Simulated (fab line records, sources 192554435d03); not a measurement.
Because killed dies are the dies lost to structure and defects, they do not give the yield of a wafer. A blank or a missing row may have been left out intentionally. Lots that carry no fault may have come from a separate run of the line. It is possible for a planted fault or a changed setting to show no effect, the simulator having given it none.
fab line records    flow n5_finfet
[record] lots = 7  wafers = 39
route steps=1938 shown SD_EPI_N@275 MOL_CONTACT_COAG@544 BEOL_M0_SAQP@633 BEOL_M1@751 BEOL_M3@931 BEOL_M6@1198
start_h: hours from the record's opening day to when the first of the lot's shown wafers began    wait_h: time in hours since the lot's previous step    " identical to the entry in the row above    L1.1+2: several wafers, shown together as one row    - either no value or no given start    * or withheld: withheld    < > ~ a bound
route shown NAME@n: names a module that has steps shown in the file, with the first one's number in the route    usual: mean and standard deviation over wafers with no fault    same: alike in all rows    chamber/n: place in a boat    sites: the reading at each site    _std_site: the standard deviation of these    _edge_site: the outer-site mean with the inner-site mean subtracted    radius_mm: for every site, how far away it sits from the centre of the wafer    mask NAME#n: copy n    behind: tool/chamber where the wafer was last shaped    hold: what put the lot on hold/how long, in hours/how the hold closed    device: which transistor (n, p or np) failed to switch    end of line: the same wafers' tests at the end of the route    for a step that has no rows: nothing shown but its recipe    killed: dies that structure and defects cost at the first sort, which is not the same as the wafer's yield    map: the dies of a wafer, with x for killed, . for not killed, _ for no die there
set.NAME: setting as actually run; set.NAME@STEP: the setting as run at that earlier step    model.NAME: the simulator's own value behind a step, which no gauge read
lots where settings were altered on purpose, with a table for each step and a row for each wafer
[[steps]]
[step N5_SD_EPI_N_ETCH_35]
[recipe] chemistry = N2/H2  target = SOC  overetch_a = 1080  mask_material = SiARC  temp_c = 40  ion_energy_ev = 100  source_w = 3000  bias_w = 133  pressure_mtorr = 20  time_s = 486  n2_flow_sccm = 200  h2_flow_sccm = 200
lot.wafer  tool         chamber  start_h  wait_h  set.time_s  model.SD_EPI_N.cd_nm  model.SiARC_of_SD_EPI_N_COAT_33.thk_nm
L076.1     rie_diel-05  0        62.94    0.0     486         119.4                 20
L076.2     "            1        "        "       486         121.4                 19.4
L076.3     "            2        "        "       486         120.2                 18.4
L076.4     "            3        "        "       486         119.6                 20
L076.5     "            0        "        "       486         120.2                 20
L076.6     "            1        "        "       486         120.6                 19.4
L078.1     rie_diel-03  2        76.69    0.0     333.8       115.8                 24.6
L078.2     "            3        "        "       333.8       113                   24.2
L078.3     "            0        "        "       333.8       114.2                 24
L078.4     "            2        "        "       486         119.4                 19.8
L078.5     "            3        "        "       486         118.6                 19.6
L078.6     "            0        "        "       486         120.4                 19.4
L080.1     rie_diel-03  2        84.68    0.0     486         119.4                 20
L080.2     "            0        "        "       559.6       121.6                 17
L080.3     "            3        "        "       559.6       120.2                 17.4
L080.4     "            3        "        "       559.6       120                   17.4
L080.5     "            0        "        "       486         120.6                 19.4
L080.6     "            2        "        "       486         119.2                 20
L081.1     rie_diel-01  0        89.98    0.0     675         124.8                 14
L081.2     "            3        "        "       486         119.2                 19.4
L081.3     "            2        "        "       675         127.4                 13.8
L081.4     "            1        "        "       486         118                   19.6
L081.5     "            0        "        "       675         124.2                 14
L081.6     "            1        "        "       486         118.4                 19.4
L086.1     rie_diel-01  2        130.12   0.0     486         122                   19.8
L086.2     "            1        "        "       486         120                   19.6
L086.3     "            0        "        "       486         119.4                 20
L086.4     "            3        "        "       486         119                   19.6
L086.5     "            0        "        "       486         119.4                 20.2
L086.6     "            3        "        "       486         119.6                 19.6
L089.2     rie_diel-01  2        141.90   0.0     486         121                   19.6
L089.5     "            3        "        "       486         119.6                 19.4
L089.6     "            2        "        "       486         121.4                 19.6
L090.1     rie_diel-03  3        144.03   0.0     486         118.2                 19.8
L090.2     "            2        "        "       486         120                   20.2
L090.3+6   "            0        "        "       486         121.6                 19.4
L090.4     "            3        "        "       486         118.6                 19.8
L090.5     "            2        "        "       486         120.6                 20
[step N5_SD_EPI_N_STRIP_36]
[recipe] chemistry = N2/H2  temp_c = 40  n2_flow_sccm = 200  h2_flow_sccm = 200  rf_frequency_hz = 6e+07
[step N5_SD_EPI_N_ETCHBACK_44]
[recipe] chemistry = CH3F/O2  mode = anisotropic_etchback  target = SiNx  target_depth_a = 145  stop_on = SiO2  over_etch_frac = 0.3  ion_energy_ev = 120  pressure_mtorr = 30  source_w = 395  bias_w = 73  Ar_flow_sccm = 150  CH3F_flow_sccm = 30  O2_flow_sccm = 20
[step N5_SD_EPI_N_ETCH_45]
[recipe] chemistry = CH3F/O2  target = SiOCN  target_depth_a = 60  mask_material = SOC  ion_energy_ev = 60  bias_w = 29  pressure_mtorr = 15  source_w = 410  Ar_flow_sccm = 150  CH3F_flow_sccm = 30  O2_flow_sccm = 20
[step N5_SD_EPI_N_ETCH_16]
[recipe] chemistry = CHF3/O2  target = SiO2  target_depth_a = 50  mask_material = SOC  pressure_mtorr = 30  source_w = 650  bias_w = 170  Ar_flow_sccm = 200  CHF3_flow_sccm = 50  O2_flow_sccm = 5  ion_energy_ev = 200
lot.wafer  tool         chamber  start_h  wait_h  set.time_s@SD_EPI_N_ETCH_35  model.SiARC_of_SD_EPI_N_COAT_33.thk_nm
L076.1+5   rie_diel-05  0        63.46    0.1     486                          12.8
L076.2     "            1        "        "       486                          12.2
L076.3     "            2        "        "       486                          10.4
L076.4     "            3        "        "       486                          13
L076.6     "            1        "        "       486                          12
L078.1     rie_diel-03  2        77.21    0.1     333.8                        17.2
L078.2     "            3        "        "       333.8                        17
L078.3     "            0        "        "       333.8                        16.8
L078.4     "            2        "        "       486                          12.6
L078.5     "            3        "        "       486                          12.4
L078.6     "            0        "        "       486                          12
L080.1+6   rie_diel-03  2        85.21    0.1     486                          12.6
L080.2     "            0        "        "       559.6                        9.6
L080.3     "            3        "        "       559.6                        10.2
L080.4     "            3        "        "       559.6                        10
L080.5     "            0        "        "       486                          12
L081.1+3   rie_diel-01  0,2      90.51    0.1     675                          6.4
L081.2+6   "            3,1      "        "       486                          11.8
L081.4     "            1        "        "       486                          12
L081.5     "            0        "        "       675                          6.6
L086.1     rie_diel-01  2        130.65   0.1     486                          12.4
L086.2+4   "            1,3      "        "       486                          12
L086.3     "            0        "        "       486                          12.6
L086.5     "            0        "        "       486                          12.8
L086.6     "            3        "        "       486                          12.2
L089.2+6   rie_diel-01  2        142.42   0.1     486                          12.2
L089.5     "            3        "        "       486                          11.8
L090.1+4   rie_diel-03  3        144.55   0.1     486                          12.6
L090.2     "            2        "        "       486                          13
L090.3+6   "            0        "        "       486                          12
L090.5     "            2        "        "       486                          12.8
[step N5_MOL_CONTACT_COAG_ALD_20]
[recipe] material = TiN  target_thk_a = 15  temp_c = 400  ald_precursor_family = TiCl4  ald_co_reactant = NH3  pulse_time_s = 1  purge_time_s = 3  co_reactant_purge_time_s = 2  co_reactant_pulse_time_s = 2  ald_cycles = 68  pressure_torr = 3
lot.wafer         tool          chamber      start_h  wait_h  set.ald_cycles  model.TiN_of_MOL_CONTACT_COAG_ALD_20.thk_nm
L076.1+2+5        ald_metal-03  1,2,1        106.44   0.1     68              1.6
L076.3+4+6        "             0,3,2        "        "       31              0.6
L078.1+2+4+6      ald_metal-02  2,3,1,3      119.37   0.1     68              1.4
L078.3+5          "             0            "        "       68              1.6
L080.1+2+3+4+5+6  ald_metal-03  2,0,3,1,1,2  127.00   0.1     68              1.4
L081.1+2+3+5+6    ald_metal-03  1,0,2,1,2    130.11   0.1     68              1.6
L081.4            "             3            "        "       68              1.4
L086.1+3+4+5      ald_metal-03  2,1,2,1      170.40   0.1     68              1.6
L086.2+6          "             0            "        "       68              1.4
L090.1+4+5        ald_metal-03  1,2,0        182.48   0.1     68              1.6
L090.2+3+6        "             0,2,1        "        "       31              0.6
L089.2+5+6        ald_metal-01  3,3,2        184.52   0.1     68              1.6
[step N5_BEOL_M0_SAQP_ILD_DEP_01]
[recipe] material = SiOC  target_thk_a = 454.19  temp_c = 350  precursor = DEMS/O2  pressure_torr = 5  rf_w = 500  time_s = 8.7
lot.wafer  tool      chamber  start_h  wait_h  set.target_thk_a  model.SiOC_of_BEOL_M0_SAQP_ILD_DEP_01.thk_nm
L076.1     pecvd-02  2        124.48   0.0     228.1             21.4
L076.2     "         0        "        "       454.19            45.2
L076.3     "         1        "        "       228.1             22.2
L076.4     "         2        "        "       454.19            44.8
L076.5     "         0        "        "       228.1             22.6
L076.6     "         1        "        "       454.19            45.6
L078.1     pecvd-03  2        134.93   0.0     454.19            45.2
L078.2+6   "         1        "        "       454.19            45.8
L078.3     "         0        "        "       454.19            45.6
L078.4     "         2        "        "       454.19            46
L078.5     "         0        "        "       454.19            46.4
L080.1+4   pecvd-03  1,0      141.33   0.0     454.19            45.4
L080.2     "         0        "        "       290.8             28.8
L080.3     "         2        "        "       454.19            45.2
L080.5     "         1        "        "       290.8             29.4
L080.6     "         2        "        "       290.8             29.2
L081.1     pecvd-02  1        144.34   0.0     454.19            45.4
L081.2+6   "         0,2      "        "       692.5             69.2
L081.3     "         2        "        "       454.19            44
L081.4     "         0        "        "       454.19            45.6
L081.5     "         1        "        "       692.5             69.6
L086.1     pecvd-02  2        184.28   0.0     662.9             65
L086.2     "         0        "        "       454.19            45.4
L086.3     "         1        "        "       454.19            45.2
L086.4     "         0        "        "       662.9             67
L086.5     "         1        "        "       662.9             66.4
L086.6     "         2        "        "       454.19            44.8
L090.1     pecvd-03  0        199.99   0.0     454.19            45.8
L090.2     "         2        "        "       584.1             58.6
L090.3     "         1        "        "       584.1             58.8
L090.4     "         1        "        "       454.19            46.8
L090.5     "         2        "        "       584.1             59
L090.6     "         0        "        "       454.19            46
L089.2     pecvd-04  2        202.99   0.0     454.19            46
L089.5     "         2        "        "       454.19            46.6
L089.6     "         1        "        "       454.19            45.6
[step N5_BEOL_M1_ILD_DEP_00]
[recipe] material = SiOC  target_thk_a = 790  temp_c = 350  precursor = DEMS/O2  pressure_torr = 5  rf_w = 500  time_s = 15.3
lot.wafer  tool      chamber  start_h  wait_h  set.target_thk_a  model.SiOC_of_BEOL_M1_ILD_DEP_00.thk_nm
L076.1     pecvd-01  1        135.31   0.0     988.8             96.8
L076.2+6   "         2,1      "        "       790               78.2
L076.3     "         2        "        "       988.8             99.4
L076.4     "         1        "        "       988.8             98.2
L076.5     "         2        "        "       790               80.2
L078.1+4   pecvd-02  1,2      151.34   0.0     790               79.4
L078.2     "         0        "        "       790               78.2
L078.3+5   "         2,1      "        "       436.3             44.6
L078.6     "         0        "        "       436.3             43.8
L080.1     pecvd-01  1        154.28   0.0     1168              113.8
L080.2     "         2        "        "       1168              115.6
L080.3     "         0        "        "       790               79
L080.4     "         2        "        "       790               79.8
L080.5     "         0        "        "       1168              117.6
L080.6     "         1        "        "       790               78
L081.1     pecvd-02  2        162.26   0.0     357.4             37.6
L081.2     "         0        "        "       790               79.8
L081.3     "         1        "        "       790               79.6
L081.4     "         1        "        "       790               81.4
L081.5     "         0        "        "       357.4             37.2
L081.6     "         2        "        "       357.4             37.4
L086.1     pecvd-04  1        200.30   0.0     790               78.6
L086.2     "         0        "        "       790               78.2
L086.3     "         2        "        "       936.3             94
L086.4     "         2        "        "       936.3             94.8
L086.5     "         0        "        "       936.3             95
L086.6     "         1        "        "       790               80
L090.1     pecvd-01  2        215.21   0.0     382.3             38.4
L090.2     "         0        "        "       382.3             39
L090.3     "         1        "        "       790               78.2
L090.4+5   "         2,0      "        "       790               79.8
L090.6     "         1        "        "       382.3             38
L089.2     pecvd-02  2        215.41   0.0     790               79.8
L089.5     "         0        "        "       790               79.4
L089.6     "         1        "        "       790               80.6
[step N5_BEOL_M1_THK_MEAS_01]
[recipe] reads = SiOC_of_BEOL_M1_ILD_DEP_00
[usual] M1_ILD_THK = 79.4/1.1
lot.wafer  tool           chamber  start_h  wait_h  set.target_thk_a@BEOL_M1_ILD_DEP_00  M1_ILD_THK[nm]
L076.1     film_metro-02  -        135.39   0.1     988.8                                96.9
L076.2     "              -        "        "       790                                  78.2
L076.3     "              -        "        "       988.8                                99.4
L076.4     "              -        "        "       988.8                                98.2
L076.5     "              -        "        "       790                                  80.3
L076.6     "              -        "        "       790                                  78.1
L078.1     film_metro-02  -        151.41   0.0     790                                  79.3
L078.2     "              -        "        "       790                                  78.2
L078.3     "              -        "        "       436.3                                44.5
L078.4     "              -        "        "       790                                  79.3
L078.5     "              -        "        "       436.3                                44.5
L078.6     "              -        "        "       436.3                                43.8
L080.1     film_metro-02  -        154.35   0.0     1168                                 113.7
L080.2     "              -        "        "       1168                                 115.5
L080.3     "              -        "        "       790                                  79.1
L080.4     "              -        "        "       790                                  79.8
L080.5     "              -        "        "       1168                                 117.6
L080.6     "              -        "        "       790                                  77.9
L081.1     film_metro-02  -        162.32   0.0     357.4                                37.7
L081.2     "              -        "        "       790                                  79.8
L081.3     "              -        "        "       790                                  79.7
L081.4     "              -        "        "       790                                  81.4
L081.5     "              -        "        "       357.4                                37.3
L081.6     "              -        "        "       357.4                                37.4
L086.1     film_metro-01  -        200.37   0.0     790                                  78.5
L086.2     "              -        "        "       790                                  78.3
L086.3     "              -        "        "       936.3                                94.1
L086.4     "              -        "        "       936.3                                94.7
L086.5     "              -        "        "       936.3                                95.0
L086.6     "              -        "        "       790                                  79.8
L090.1     film_metro-01  -        215.28   0.0     382.3                                38.4
L090.2     "              -        "        "       382.3                                39.1
L090.3     "              -        "        "       790                                  78.2
L090.4     "              -        "        "       790                                  79.9
L090.5     "              -        "        "       790                                  79.8
L090.6     "              -        "        "       382.3                                38.0
L089.2     film_metro-02  -        215.48   0.1     790                                  79.8
L089.5     "              -        "        "       790                                  79.4
L089.6     "              -        "        "       790                                  80.5
[step N5_BEOL_M3_ILD_DEP_00]
[recipe] material = SiOC  target_thk_a = 790  temp_c = 350  precursor = DEMS/O2  pressure_torr = 5  rf_w = 500  time_s = 15.3
lot.wafer  tool      chamber  start_h  wait_h  set.target_thk_a  model.SiOC_of_BEOL_M3_ILD_DEP_00.thk_nm
L076.1     pecvd-04  0        161.99   0.0     790               78.6
L076.2     "         2        "        "       562.2             56.2
L076.3     "         1        "        "       562.2             56.8
L076.4     "         0        "        "       562.2             57
L076.5+6   "         1,2      "        "       790               81
L078.1     pecvd-03  1        180.22   0.0     790               79
L078.2     "         2        "        "       1172              116
L078.3     "         0        "        "       1172              116.4
L078.4+5   "         2,1      "        "       790               79.6
L078.6     "         0        "        "       1172              117.6
L080.1     pecvd-02  2        190.28   0.0     790               78.2
L080.2     "         1        "        "       790               77.6
L080.3     "         0        "        "       790               78.6
L080.4     "         0        "        "       790               79.2
L080.5     "         2        "        "       790               78.4
L080.6     "         1        "        "       790               79.6
L081.1     pecvd-04  2        192.12   0.0     790               78.4
L081.2     "         1        "        "       511.2             50.6
L081.3     "         0        "        "       790               76.8
L081.4     "         0        "        "       511.2             50
L081.5     "         1        "        "       511.2             51
L081.6     "         2        "        "       790               79.6
L086.1     pecvd-02  0        223.79   0.0     1025              100.6
L086.2     "         1        "        "       790               78
L086.3     "         2        "        "       790               78.4
L086.4     "         1        "        "       1025              102.8
L086.5     "         0        "        "       790               79
L086.6     "         2        "        "       1025              104
L090.1     pecvd-04  0        244.71   0.0     622.5             61.2
L090.2     "         2        "        "       622.5             62.6
L090.3     "         1        "        "       790               79
L090.4+6   "         1,2      "        "       790               80
L090.5     "         0        "        "       622.5             63.6
L089.2     pecvd-03  1        246.15   0.0     790               78.6
L089.5     "         0        "        "       790               80.4
L089.6     "         2        "        "       790               80.2
[step N5_BEOL_M3_THK_MEAS_01]
[recipe] reads = SiOC_of_BEOL_M3_ILD_DEP_00
[usual] M3_ILD_THK = 79.2/1
lot.wafer  tool           chamber  start_h  wait_h  set.target_thk_a@BEOL_M3_ILD_DEP_00  M3_ILD_THK[nm]
L076.1     film_metro-01  -        162.05   0.0     790                                  78.5
L076.2     "              -        "        "       562.2                                56.1
L076.3     "              -        "        "       562.2                                56.7
L076.4     "              -        "        "       562.2                                57.1
L076.5     "              -        "        "       790                                  80.9
L076.6     "              -        "        "       790                                  80.9
L078.1     film_metro-01  -        180.28   0.0     790                                  79.0
L078.2     "              -        "        "       1172                                 116.1
L078.3     "              -        "        "       1172                                 116.5
L078.4     "              -        "        "       790                                  79.6
L078.5     "              -        "        "       790                                  79.5
L078.6     "              -        "        "       1172                                 117.7
L080.1     film_metro-02  -        190.35   0.0     790                                  78.2
L080.2     "              -        "        "       790                                  77.5
L080.3     "              -        "        "       790                                  78.6
L080.4     "              -        "        "       790                                  79.1
L080.5     "              -        "        "       790                                  78.3
L080.6     "              -        "        "       790                                  79.6
L081.1     film_metro-02  -        192.19   0.0     790                                  78.5
L081.2     "              -        "        "       511.2                                50.7
L081.3     "              -        "        "       790                                  76.8
L081.4     "              -        "        "       511.2                                50.0
L081.5     "              -        "        "       511.2                                51.0
L081.6     "              -        "        "       790                                  79.6
L086.1     film_metro-02  -        223.85   0.0     1025                                 100.6
L086.2     "              -        "        "       790                                  78.1
L086.3     "              -        "        "       790                                  78.4
L086.4     "              -        "        "       1025                                 102.7
L086.5     "              -        "        "       790                                  78.9
L086.6     "              -        "        "       1025                                 103.9
L090.1     film_metro-01  -        244.78   0.0     622.5                                61.3
L090.2     "              -        "        "       622.5                                62.5
L090.3     "              -        "        "       790                                  79.1
L090.4     "              -        "        "       790                                  80.0
L090.5     "              -        "        "       622.5                                63.5
L090.6     "              -        "        "       790                                  80.0
L089.2     film_metro-02  -        246.22   0.1     790                                  78.6
L089.5     "              -        "        "       790                                  80.5
L089.6     "              -        "        "       790                                  80.2
[step N5_BEOL_M6_HM_DEP_02]
[recipe] material = TiN  target_thk_a = 200  temp_c = 25  chamber_pressure_pa = 0.49996
lot.wafer   tool            chamber  start_h  wait_h  set.target_thk_a  model.TiN_of_BEOL_M6_HM_DEP_02.thk_nm
L076.1+6    pvd_sputter-01  -        202.59   2.0     200               20.2
L076.2+5    "               -        "        "       91.95             9.2
L076.3      "               -        "        "       200               20
L076.4      "               -        "        "       91.95             9.6
L078.1      pvd_sputter-03  -        215.67   0.6     302.9             31
L078.2      "               -        "        "       302.9             30.6
L078.3+5    "               -        "        "       200               20.2
L078.4      "               -        "        "       200               20
L078.6      "               -        "        "       302.9             30.4
L080.1+3    pvd_sputter-02  -        226.13   0.7     200               20.4
L080.2+6    "               -        "        "       200               20.2
L080.4+5    "               -        "        "       200               20
L081.1+2    pvd_sputter-02  -        231.74   0.4     200               20.2
L081.3+4+6  "               -        "        "       119               12
L081.5      "               -        "        "       200               20
L086.1+3+6  pvd_sputter-03  -        273.89   0.7     200               19.8
L086.2      "               -        "        "       272               27
L086.4      "               -        "        "       272               27.4
L086.5      "               -        "        "       272               27.6
L089.2      pvd_sputter-01  -        299.10   2.3     200               19.6
L089.5      "               -        "        "       200               19.8
L089.6      "               -        "        "       200               20
L090.1      pvd_sputter-01  -        300.20   1.5     293.6             29.4
L090.2      "               -        "        "       200               20.2
L090.3      "               -        "        "       293.6             29.2
L090.4      "               -        "        "       200               20
L090.5      "               -        "        "       293.6             29.6
L090.6      "               -        "        "       200               19.8
[step N5_BEOL_M6_COAT_59]
[recipe] resist = SOC  temp_c = 250  time_s = 60  spin_rpm = 1500  resist_thk_nm = 100
[step N5_BEOL_M6_COAT_60]
[recipe] resist = SiARC  temp_c = 220  time_s = 60  spin_rpm = 1500  resist_thk_nm = 35
[step N5_BEOL_M6_STRIP_68]
[recipe] chemistry = N2/H2  temp_c = 40  n2_flow_sccm = 200  h2_flow_sccm = 200  rf_frequency_hz = 6e+07
[step N5_BEOL_M6_STRIP_67]
[recipe] chemistry = CF4  resist = SiARC  power_w = 300  bias_power_w = 75  pressure_mtorr = 50  cf4_flow_sccm = 150  rf_frequency_hz = 6e+07
[step N5_BEOL_M6_HM_OPEN_17]
[recipe] chemistry = Cl2/BCl3  target_depth_a = 200  overetch_a = 60  target = TiN  mask_material = SOC  ion_energy_ev = 150  pressure_mtorr = 10  icp_w = 1000  bias_w = 126  Cl2_flow_sccm = 53.25  bcl3_flow_sccm = 21.75  Ar_flow_sccm = 25
lot.wafer  tool          chamber  start_h  wait_h  set.target_thk_a@BEOL_M6_HM_DEP_02  model.etch.depth_nm
L076.1     rie_metal-02  0        203.45   0.0     200                                 20.27
L076.2     "             1        "        "       91.95                               9.209
L076.3     "             1        "        "       200                                 20.01
L076.4     "             0        "        "       91.95                               9.533
L076.5     "             1        "        "       91.95                               9.218
L076.6     "             0        "        "       200                                 20.21
L078.1     rie_metal-03  0        216.53   0.0     302.9                               26.09
L078.2     "             1        "        "       302.9                               27.29
L078.3     "             1        "        "       200                                 20.22
L078.4     "             0        "        "       200                                 20.07
L078.5     "             1        "        "       200                                 20.14
L078.6     "             0        "        "       302.9                               26.06
L080.1+3   rie_metal-02  0        227.24   0.0     200                                 20.31
L080.2     "             1        "        "       200                                 20.1
L080.4     "             1        "        "       200                                 19.96
L080.5     "             0        "        "       200                                 19.99
L080.6     "             1        "        "       200                                 20.22
L081.1     rie_metal-03  0        232.62   0.0     200                                 20.12
L081.2     "             1        "        "       200                                 20.24
L081.3     "             1        "        "       119                                 12.04
L081.4     "             0        "        "       119                                 11.97
L081.5     "             1        "        "       200                                 20
L081.6     "             0        "        "       119                                 12.06
L086.1     rie_metal-03  1        274.85   0.0     200                                 19.79
L086.2     "             0        "        "       272                                 26.27
L086.3     "             1        "        "       200                                 19.82
L086.4     "             0        "        "       272                                 26.31
L086.5     "             0        "        "       272                                 26.09
L086.6     "             1        "        "       200                                 19.9
L089.2     rie_metal-02  1        299.84   0.0     200                                 19.68
L089.5     "             0        "        "       200                                 19.81
L089.6     "             1        "        "       200                                 19.9
L090.1     rie_metal-01  0        301.08   0.0     293.6                               26.43
L090.2     "             1        "        "       200                                 20.11
L090.3     "             1        "        "       293.6                               26.99
L090.4     "             0        "        "       200                                 20.08
L090.5     "             0        "        "       293.6                               27.11
L090.6     "             1        "        "       200                                 19.9
[[key]]
[split] step = N5_SD_EPI_N_ETCH_35  setting = time_s  stated = 486  by = wafer
[response] step = N5_SD_EPI_N_ETCH_35  reading = model.SD_EPI_N.cd_nm  change = +0.163  per = 1%  r = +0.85
[response] step = N5_SD_EPI_N_ETCH_35  reading = model.SiARC_of_SD_EPI_N_COAT_33.thk_nm  change = -0.147  per = 1%  r = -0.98
[response] step = N5_SD_EPI_N_ETCH_16  reading = model.SiARC_of_SD_EPI_N_COAT_33.thk_nm  change = -0.145  per = 1%  r = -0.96
[split] step = N5_MOL_CONTACT_COAG_ALD_20  setting = ald_cycles  stated = 68  by = wafer
[response] step = N5_MOL_CONTACT_COAG_ALD_20  reading = model.TiN_of_MOL_CONTACT_COAG_ALD_20.thk_nm  change = +0.0184  per = 1%  r = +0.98
[split] step = N5_BEOL_M0_SAQP_ILD_DEP_01  setting = target_thk_a  stated = 454.19  by = wafer
[response] step = N5_BEOL_M0_SAQP_ILD_DEP_01  reading = model.SiOC_of_BEOL_M0_SAQP_ILD_DEP_01.thk_nm  change = +0.459  per = 1%  r = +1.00
[split] step = N5_BEOL_M1_ILD_DEP_00  setting = target_thk_a  stated = 790  by = wafer
[response] step = N5_BEOL_M1_ILD_DEP_00  reading = model.SiOC_of_BEOL_M1_ILD_DEP_00.thk_nm  change = +0.781  per = 1%  r = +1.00
[response] step = N5_BEOL_M1_THK_MEAS_01  reading = M1_ILD_THK  change = +0.781  per = 1%  r = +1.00
[split] step = N5_BEOL_M3_ILD_DEP_00  setting = target_thk_a  stated = 790  by = wafer
[response] step = N5_BEOL_M3_ILD_DEP_00  reading = model.SiOC_of_BEOL_M3_ILD_DEP_00.thk_nm  change = +0.789  per = 1%  r = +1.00
[response] step = N5_BEOL_M3_THK_MEAS_01  reading = M3_ILD_THK  change = +0.79  per = 1%  r = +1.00
[split] step = N5_BEOL_M6_HM_DEP_02  setting = target_thk_a  stated = 200  by = wafer
[response] step = N5_BEOL_M6_HM_DEP_02  reading = model.TiN_of_BEOL_M6_HM_DEP_02.thk_nm  change = +0.203  per = 1%  r = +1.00
[response] step = N5_BEOL_M6_HM_OPEN_17  reading = model.etch.depth_nm  change = +0.167  per = 1%  r = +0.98
